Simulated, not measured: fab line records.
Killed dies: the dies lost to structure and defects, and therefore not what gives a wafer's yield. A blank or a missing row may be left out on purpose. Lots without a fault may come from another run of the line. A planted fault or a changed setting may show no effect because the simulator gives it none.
8D (eight disciplines) problem report, filled in by code    flow n5Finfet    the parts of the form that need people (team, actions taken, sign-off) are left out

## 1. THE ISSUE
cdNm at N5_BEOL_M12_CD_MEAS_10 reads a mean of 120.6 nm on 3 wafers of 2 lots; wafers without a fault read 140.1 nm with a standard deviation of 1.7. Measured from the usual mean, that is -11 standard deviations.
The step: target cd 140 nm.
Earliest sighting: wafer L521.3 on cdSem-02 at day 15 10:25. Wafers with a number at this step in the record: 25, from 9 lots. Rule for "out" (also "out of limits"): further than 4 standard deviations from the usual mean. The other wafers with a number count as sound.

## 2. WHAT IT IS, WHAT IT ISN'T
question                     is                      is not
which readings at this step  cdNm                    -
which lots                   L520, L521              L506, L508, L510, L511, L514, L516, L527
which wafers of those lots   L520.1, L520.3, L521.3  L521.6
read on which gauges         cdSem-01, cdSem-02      cdSem-03
when                         from day 15 10:25       up to then (19 sound wafers); but 3 sound wafers of L527 came after

## 3. THE SUSPECTS, EACH WITH WHAT RULES IT OUT
Counting: any tool at a process step up to the reading remains a suspect provided it ran every lot that is out. Sound lots after the first of them don't rule it out here, since some wafers of a struck lot are sound.
- ruled out: the gauge at N5_BEOL_M12_CD_MEAS_10. Those wafers that are out were read across 2 gauges (cdSem-01, cdSem-02).
- krfScanner-02 at N5_BEOL_M12_EXPOSE_07 (exposes mask V11): kept. It ran every lot that is out, first L521 (day 15 10:15); its last sound lot up to then is L514 (day 13 10:50).
After counting, what remains is krfScanner-02 at N5_BEOL_M12_EXPOSE_07.

## 4. THE CAUSE (what the simulator had put in)
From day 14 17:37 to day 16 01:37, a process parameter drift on krfScanner-02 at N5_BEOL_M12_EXPOSE_07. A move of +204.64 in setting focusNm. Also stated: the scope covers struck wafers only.
After counting, this tool was the only one left.

## 5. THE EFFECT CHAIN, in route order
Each row: a reading whose mean over the struck wafers that have a number lies more than 3 standard deviations from the usual. Only readings whose record carries a usual standard deviation are examined. hours: median over the lots of the time between each lot's start at the first step of this table that gives one and its start at this step. sigmas: the change, counted in usual standard deviations.
hours  step                     reading              usual     on struck wafers  change  sigmas
0      N5_BEOL_M12_CD_MEAS_10   cdNm                 140.1 nm  120.6             -19.5   -11
45     N5_PASSIVATION_PROBE_49  defectLimitedYield   91.3 %    83.0              -8.3    -4.9
45     N5_PASSIVATION_PROBE_49  killed_at_M4_up      14        118               +104    +19
45     N5_PASSIVATION_PROBE_49  killedDies           103       201               +98     +4.9
45     N5_PASSIVATION_PROBE_49  killedOnRim          14        58                +44     +10
45     N5_PASSIVATION_PROBE_49  sort_bin_5_function  5.1 %     13.6              +8.5    +7.7
45     N5_PASSIVATION_PROBE_49  sortNPass            1077      979               -98     -4.9
45     N5_PASSIVATION_PROBE_49  sortYieldPct         91.3 %    83.0              -8.3    -4.9
The process steps in it:
- N5_PASSIVATION_PROBE_49
At these later measuring or inspecting steps, every struck wafer for which the step has a row has a number for every such reading, and none has moved that far: N5_BEOL_M12_CD_MEAS_28.

## 6. WHAT WOULD HAVE CAUGHT IT SOONER
In this record the first reading out of limits at a measuring or inspecting step was taken at day 15 10:25, 17 hours after the fault began at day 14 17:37.
Of the tool readings at N5_BEOL_M12_EXPOSE_07 for which the record gives a usual standard deviation, none was out on any struck wafer, so an alarm limit of 4 standard deviations on them would not have fired.
Among the 2 lots that are out, L520 began N5_BEOL_M12_EXPOSE_07 on krfScanner-02 after day 15 10:25. Had the tool been put on hold then, it would have been spared.
